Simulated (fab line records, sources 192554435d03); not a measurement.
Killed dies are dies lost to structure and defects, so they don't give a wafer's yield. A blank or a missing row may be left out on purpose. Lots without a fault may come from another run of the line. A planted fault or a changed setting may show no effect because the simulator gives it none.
Which tool did it? | flow n5_finfet | 12 lots, 36 wafers sampled, at 6 steps of a route of 1938

WHAT THE GAUGES READ, wafer by wafer
N5_BEOL_M3_INSPECT_59: inspects for defects (darkfield).
lot  | measured     | on                | raw_defect_count
L075 | day 8 20:56  | defect_inspect-02 | 23 64 72
L077 | day 8 23:40  | defect_inspect-01 | 95 86 93
L079 | day 9 08:07  | defect_inspect-02 | 76 71 126
L081 | day 10 01:06 | defect_inspect-01 | 69 75 68
L084 | day 13 04:00 | defect_inspect-02 | 66 39 82
L086 | day 13 20:38 | defect_inspect-01 | 76 101 71
L088 | day 14 12:00 | defect_inspect-02 | 77 88 61
L090 | day 14 19:54 | defect_inspect-01 | 65 80 96
L094 | day 14 22:51 | defect_inspect-02 | 73 57 40
L093 | day 15 00:43 | defect_inspect-02 | 55 56 60
L082 | day 15 08:43 | defect_inspect-01 | 47 29 68
L097 | day 15 13:55 | defect_inspect-02 | 61 57 39

WHICH TOOL RAN EACH LOT (tool, then ch and the chambers of the sampled wafers, then the start)
lot  | N5_BEOL_M3_DEGAS_44          | N5_BEOL_M3_ANNEAL_82         | N5_BEOL_M3_SPUTTER_92        | N5_BEOL_M3_ANNEAL_95         | N5_BEOL_M3_DEP_57
L075 | pvd_sputter-03, day 8 16:44  | pvd_sputter-02, day 8 18:20  | pvd_sputter-02, day 8 19:08  | pvd_sputter-02, day 8 19:26  | pecvd-02 ch 0,2, day 8 20:50
L077 | pvd_sputter-01, day 8 19:43  | pvd_sputter-03, day 8 21:16  | pvd_sputter-03, day 8 22:04  | pvd_sputter-03, day 8 22:22  | pecvd-01 ch 0,1,2, day 8 23:35
L079 | pvd_sputter-01, day 9 04:25  | pvd_sputter-01, day 9 05:40  | pvd_sputter-01, day 9 06:28  | pvd_sputter-01, day 9 06:46  | pecvd-02 ch 0,2, day 9 08:01
L081 | pvd_sputter-01, day 9 21:37  | pvd_sputter-02, day 9 22:43  | pvd_sputter-02, day 9 23:31  | pvd_sputter-02, day 9 23:49  | pecvd-04 ch 0,1,2, day 10 01:00
L084 | pvd_sputter-01, day 13 00:29 | pvd_sputter-02, day 13 01:40 | pvd_sputter-02, day 13 02:28 | pvd_sputter-02, day 13 02:46 | pecvd-01 ch 0,1,2, day 13 03:55
L086 | pvd_sputter-02, day 13 15:35 | pvd_sputter-01, day 13 18:19 | pvd_sputter-01, day 13 19:07 | pvd_sputter-01, day 13 19:25 | pecvd-01 ch 0,1, day 13 20:33
L088 | pvd_sputter-01, day 14 06:57 | pvd_sputter-01, day 14 09:41 | pvd_sputter-01, day 14 10:29 | pvd_sputter-01, day 14 10:47 | pecvd-04 ch 1,2, day 14 11:54
L090 | pvd_sputter-02, day 14 14:41 | pvd_sputter-03, day 14 17:35 | pvd_sputter-03, day 14 18:23 | pvd_sputter-03, day 14 18:41 | pecvd-04 ch 1,2, day 14 19:48
L094 | pvd_sputter-02, day 14 19:16 | pvd_sputter-03, day 14 20:32 | pvd_sputter-03, day 14 21:20 | pvd_sputter-03, day 14 21:38 | pecvd-04 ch 0,1,2, day 14 22:46
L093 | pvd_sputter-02, day 14 19:30 | pvd_sputter-03, day 14 22:23 | pvd_sputter-03, day 14 23:11 | pvd_sputter-03, day 14 23:29 | pecvd-01 ch 1,2, day 15 00:37
L082 | pvd_sputter-01, day 15 03:10 | pvd_sputter-01, day 15 06:19 | pvd_sputter-01, day 15 07:07 | pvd_sputter-01, day 15 07:25 | pecvd-04 ch 1,2, day 15 08:37
L097 | pvd_sputter-02, day 15 10:29 | pvd_sputter-03, day 15 11:35 | pvd_sputter-03, day 15 12:23 | pvd_sputter-03, day 15 12:41 | pecvd-02 ch 0,1, day 15 13:50
- N5_BEOL_M3_DEGAS_44: time 60 s.
- N5_BEOL_M3_ANNEAL_82: time 240 s.
- N5_BEOL_M3_SPUTTER_92: material Cu, target thk 4.5 nm, time 8.29 s.
- N5_BEOL_M3_ANNEAL_95: time 240 s.
- N5_BEOL_M3_DEP_57: deposits SiCN from 3MS/NH3, target thk 8 nm, time 14 s.

THE ANSWER, worked out from the rows above alone
Rule: what is usual is taken from the lots themselves. Put in order of their means at a reading, lots are off if they are a third of the lots or fewer, leave a main group of 4 or more, and stand apart from it by a gap of 3 or more times the standard deviation of the main group's means; of several such gaps the widest counts. A main group whose means are all the same, to the digits that the tables above print for the reading, isn't used. A lot without any number at a reading at which 4 lots or more have one is off too. The other lots that the step has rows for count as sound.
No lot is off at any reading shown: from this, nothing can be told.

WHAT THE SIMULATOR HAD PUT IN
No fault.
